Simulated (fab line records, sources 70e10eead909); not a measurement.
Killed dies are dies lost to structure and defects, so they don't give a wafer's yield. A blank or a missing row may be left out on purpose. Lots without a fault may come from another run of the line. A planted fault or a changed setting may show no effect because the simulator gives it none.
Problem report in the 8D (eight disciplines) form, filled by code | flow nand_harc | the parts of the form that need people (team, actions taken, sign-off) are left out

1. THE PROBLEM
thk_nm at NHARC_A_ONON_D1_THK_MEAS_02 reads a mean of 748 nm on 4 wafers of 2 lots; wafers without a fault read 998 nm with a standard deviation of 9.7. That is -26 standard deviations from the usual mean.
The step: measures by ellipsometry.
First seen on wafer L717.1, day 12 06:13, on film_metro-01. The record holds 36 wafers of 12 lots with a number at this step. Rule for "out", or "out of limits": more than 4 standard deviations from the usual mean. The other wafers with a number count as sound.

2. WHAT IT IS AND WHAT IT IS NOT
question                    | is                             | is not
which readings at this step | thk_nm                         | -
which lots                  | L717, L719                     | L697, L698, L700, L704, L705, L706, L707, L710, L712, L714
which wafers of those lots  | L717.1, L717.2, L719.1, L719.3 | L717.4, L719.4
read on which gauges        | film_metro-01                  | film_metro-02
when                        | from day 12 06:13              | up to then (31 sound wafers); but 1 sound wafer of L719 came after

3. SUSPECTS, AND WHAT RULES EACH OUT
Counting: a tool at a process step up to the reading stays a suspect if it ran every lot that is out. Sound lots after the first of them don't rule it out here, since some wafers of a struck lot are sound.
- the gauge at NHARC_A_ONON_D1_THK_MEAS_02: ruled out. All the wafers that are out were read on film_metro-01, but those of them that NHARC_END_SORT_01 has rows for are out there too, on other tools.
- rie_diel-02 at NHARC_P_BONDPAD_ETCH_24 (etches the open film in CF4/N2, target depth 30 nm, time 72.99 s): kept. It ran every lot that is out, first L717 (day 11 07:30); its last sound lot up to then is L714 (day 10 23:55). NHARC_P_BONDPAD_ETCH_24 gives no start for some lots, so the hours and the order of its lots are those of NHARC_A_ZERO_WELL_CD_MEAS_10.
- pecvd_onon-02 at NHARC_A_ONON_D1_DEP_00 (target thk 1000 nm): kept. It ran every lot that is out, first L717 (day 12 05:41); its last sound lot up to then is L712 (day 11 20:22).
Left after counting: rie_diel-02 at NHARC_P_BONDPAD_ETCH_24, pecvd_onon-02 at NHARC_A_ONON_D1_DEP_00.

4. THE CAUSE (what the simulator had put in)
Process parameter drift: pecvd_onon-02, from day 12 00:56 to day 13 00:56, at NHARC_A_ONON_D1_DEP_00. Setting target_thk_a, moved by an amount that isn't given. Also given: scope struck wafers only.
Counting left 2 suspects, and this tool is among them.

5. THE CHAIN OF EFFECTS, in route order
Each row: a reading whose mean over the struck wafers that have a number lies more than 3 standard deviations from the usual. Only readings for which the record gives a usual standard deviation are gone through. hours: the time from each lot's start at the first step in this table that gives one to its start at this step, as a median over the lots. sigmas: the change in usual standard deviations.
hours | step                        | reading         | usual  | on struck wafers | change | sigmas
0     | NHARC_A_ONON_D1_THK_MEAS_02 | thk_nm          | 998 nm | 748              | -250   | -26
302   | NHARC_END_SORT_01           | killed_at_array | 25     | 674              | +649   | +68
302   | NHARC_END_SORT_01           | killed_dies     | 29     | 677              | +648   | +65

6. WHAT WOULD HAVE CAUGHT IT SOONER
In this record the first reading out of limits at a measuring or inspecting step was taken at day 12 06:13, 5 hours after the fault began at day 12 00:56.
Of the lots that are out (2), L719 began NHARC_A_ONON_D1_DEP_00 on pecvd_onon-02 after day 12 06:13. A hold on the tool at that time would have spared it.
